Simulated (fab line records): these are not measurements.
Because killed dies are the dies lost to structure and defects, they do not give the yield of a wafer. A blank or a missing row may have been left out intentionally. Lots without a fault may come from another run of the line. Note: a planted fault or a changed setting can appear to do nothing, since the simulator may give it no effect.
Lot-split experiment / flow n5_finfet / 7 lots, 21 wafers read, on a route of 1938 steps

## ABOUT THE SPLIT
At N5_BEOL_M9_COAT_05 (resist thk 90 nm), the setting spin_rpm was moved away from the recipe's 1500 rpm on 3 of the 21 wafers read, by -8.5% to +6.3%. The other wafers ran this setting at the recipe's value.

## FROM THE SPLIT TO THE READING: what the file shows between them, 5 steps
- N5_BEOL_M9_EBR_07
- N5_BEOL_M9_SOFTBAKE_06: time 60 s
- N5_BEOL_M9_EXPOSE_08: exposes mask M9
- N5_BEOL_M9_PEB_09: peb time 60 s
- N5_BEOL_M9_DEVELOP_10: develop time 30 s

## THE READING
CAR-ArF_of_BEOL_M9_COAT_05.thk_nm (the simulator's own value, which no gauge read), in nm, at N5_BEOL_M9_DESCUM_16 (chemistry O2, time 7.9 s). The file does not state a usual value for it. The 18 wafers here that ran the recipe average 83.6 nm, standard deviation 0.25 nm.

wafer=L077.1; tool, chamber at the split=litho_track-05, 0; spin_rpm as run, rpm=1445; against the recipe=-3.7%; CAR-ArF_of_BEOL_M9_COAT_05.thk_nm, nm=85; against lot-mates on the recipe=+1.6
wafer=L077.4; tool, chamber at the split=litho_track-05, 0; spin_rpm as run, rpm=1500; against the recipe=recipe; CAR-ArF_of_BEOL_M9_COAT_05.thk_nm, nm=83.2; against lot-mates on the recipe=-
wafer=L077.6; tool, chamber at the split=litho_track-05, 0; spin_rpm as run, rpm=1500; against the recipe=recipe; CAR-ArF_of_BEOL_M9_COAT_05.thk_nm, nm=83.6; against lot-mates on the recipe=-
wafer=L079.2; tool, chamber at the split=litho_track-05, 0; spin_rpm as run, rpm=1500; against the recipe=recipe; CAR-ArF_of_BEOL_M9_COAT_05.thk_nm, nm=83.4; against lot-mates on the recipe=-
wafer=L079.4; tool, chamber at the split=litho_track-05, 0; spin_rpm as run, rpm=1500; against the recipe=recipe; CAR-ArF_of_BEOL_M9_COAT_05.thk_nm, nm=83.2; against lot-mates on the recipe=-
wafer=L079.5; tool, chamber at the split=litho_track-05, 0; spin_rpm as run, rpm=1500; against the recipe=recipe; CAR-ArF_of_BEOL_M9_COAT_05.thk_nm, nm=83.6; against lot-mates on the recipe=-
wafer=L088.1; tool, chamber at the split=litho_track-05, 0; spin_rpm as run, rpm=1500; against the recipe=recipe; CAR-ArF_of_BEOL_M9_COAT_05.thk_nm, nm=83.4; against lot-mates on the recipe=-
wafer=L088.5; tool, chamber at the split=litho_track-05, 0; spin_rpm as run, rpm=1500; against the recipe=recipe; CAR-ArF_of_BEOL_M9_COAT_05.thk_nm, nm=83.4; against lot-mates on the recipe=-
wafer=L088.6; tool, chamber at the split=litho_track-05, 0; spin_rpm as run, rpm=1500; against the recipe=recipe; CAR-ArF_of_BEOL_M9_COAT_05.thk_nm, nm=83.2; against lot-mates on the recipe=-
wafer=L094.1; tool, chamber at the split=litho_track-01, 0; spin_rpm as run, rpm=1500; against the recipe=recipe; CAR-ArF_of_BEOL_M9_COAT_05.thk_nm, nm=83.4; against lot-mates on the recipe=-
wafer=L094.3; tool, chamber at the split=litho_track-01, 0; spin_rpm as run, rpm=1500; against the recipe=recipe; CAR-ArF_of_BEOL_M9_COAT_05.thk_nm, nm=83.4; against lot-mates on the recipe=-
wafer=L094.4; tool, chamber at the split=litho_track-01, 0; spin_rpm as run, rpm=1500; against the recipe=recipe; CAR-ArF_of_BEOL_M9_COAT_05.thk_nm, nm=83.6; against lot-mates on the recipe=-
wafer=L095.2; tool, chamber at the split=litho_track-03, 0; spin_rpm as run, rpm=1500; against the recipe=recipe; CAR-ArF_of_BEOL_M9_COAT_05.thk_nm, nm=84; against lot-mates on the recipe=-
wafer=L095.6; tool, chamber at the split=litho_track-03, 0; spin_rpm as run, rpm=1500; against the recipe=recipe; CAR-ArF_of_BEOL_M9_COAT_05.thk_nm, nm=84; against lot-mates on the recipe=-
wafer=L095.5; tool, chamber at the split=litho_track-03, 0; spin_rpm as run, rpm=1500; against the recipe=recipe; CAR-ArF_of_BEOL_M9_COAT_05.thk_nm, nm=83.8; against lot-mates on the recipe=-
wafer=L089.1; tool, chamber at the split=litho_track-05, 0; spin_rpm as run, rpm=1372; against the recipe=-8.5%; CAR-ArF_of_BEOL_M9_COAT_05.thk_nm, nm=88; against lot-mates on the recipe=+4.2
wafer=L089.2; tool, chamber at the split=litho_track-05, 0; spin_rpm as run, rpm=1500; against the recipe=recipe; CAR-ArF_of_BEOL_M9_COAT_05.thk_nm, nm=83.8; against lot-mates on the recipe=-
wafer=L089.6; tool, chamber at the split=litho_track-05, 0; spin_rpm as run, rpm=1500; against the recipe=recipe; CAR-ArF_of_BEOL_M9_COAT_05.thk_nm, nm=83.8; against lot-mates on the recipe=-
wafer=L092.1; tool, chamber at the split=litho_track-03, 0; spin_rpm as run, rpm=1500; against the recipe=recipe; CAR-ArF_of_BEOL_M9_COAT_05.thk_nm, nm=83.6; against lot-mates on the recipe=-
wafer=L092.2; tool, chamber at the split=litho_track-03, 0; spin_rpm as run, rpm=1500; against the recipe=recipe; CAR-ArF_of_BEOL_M9_COAT_05.thk_nm, nm=83.8; against lot-mates on the recipe=-
wafer=L092.4; tool, chamber at the split=litho_track-03, 0; spin_rpm as run, rpm=1595; against the recipe=+6.3%; CAR-ArF_of_BEOL_M9_COAT_05.thk_nm, nm=80.8; against lot-mates on the recipe=-2.9

FIT RESULTS
A straight line over all 21 wafers: CAR-ArF_of_BEOL_M9_COAT_05.thk_nm changes by -0.479 nm for each +1% of spin_rpm; r = -0.98; the points scatter about the line by 0.27 nm.
The same after taking each lot's own level away (the mean of its wafers on the recipe; 21 wafers): -0.475 nm for each +1%; r = -0.99; scatter 0.13 nm.
According to that fit, moving spin_rpm by its largest amount changes the reading by 4.1 nm.
Measured against the standard deviation above, the lots' own levels, which go from 83.33 to 83.93 nm, span 2.4 times it.
Consequently the slope shifts little with the lot-to-lot level, the two slopes agreeing.
Check: with one of the wafers moved furthest among these (-8.5%) left out of the fit, the line predicts +3.85 nm for it against its lot-mates. Against them it came out at +4.2 nm.

## THE OTHER SPLITS THESE WAFERS WENT THROUGH
Note: prior to the reading, these wafers also went through further splits. Each is held against what the fit with the lots' levels taken away leaves over:
other split on the same wafers=N5_BEOL_M5_TRENCH_ETCH_37 bias_w; wafers away from the commonest value=11; r with CAR-ArF_of_BEOL_M9_COAT_05.thk_nm (lot level and that fit taken away)=-0.17
other split on the same wafers=N5_BEOL_M5_ETCH_41 source_w; wafers away from the commonest value=11; r with CAR-ArF_of_BEOL_M9_COAT_05.thk_nm (lot level and that fit taken away)=+0.05
other split on the same wafers=N5_BEOL_M6_TRENCH_ETCH_37 time_s; wafers away from the commonest value=7; r with CAR-ArF_of_BEOL_M9_COAT_05.thk_nm (lot level and that fit taken away)=+0.05
other split on the same wafers=N5_BEOL_M7_EXPOSE_25 dose_mj; wafers away from the commonest value=4; r with CAR-ArF_of_BEOL_M9_COAT_05.thk_nm (lot level and that fit taken away)=+0.15

## THE WHOLE CHAIN: every reading that the file lists as answering this split, in the file's order
step=N5_BEOL_M9_COAT_05; what it does=resist thk 90 nm; reading=CAR-ArF_of_BEOL_M9_COAT_05.thk_nm (the simulator's own value, which no gauge read); change (the file's fit)=-0.497 nm for each +1% of the setting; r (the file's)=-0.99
step=N5_BEOL_M9_DEVELOP_10; what it does=develop time 30 s; reading=CAR-ArF_of_BEOL_M9_COAT_05.thk_nm (the simulator's own value, which no gauge read); change (the file's fit)=-0.487 nm for each +1% of the setting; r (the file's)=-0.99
step=N5_BEOL_M9_DESCUM_16; what it does=chemistry O2, time 7.9 s; reading=CAR-ArF_of_BEOL_M9_COAT_05.thk_nm (the simulator's own value, which no gauge read); change (the file's fit)=-0.475 nm for each +1% of the setting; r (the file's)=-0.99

## FILE'S OWN FIT
CAR-ArF_of_BEOL_M9_COAT_05.thk_nm changes by -0.475 nm for each +1% of spin_rpm, r = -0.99.
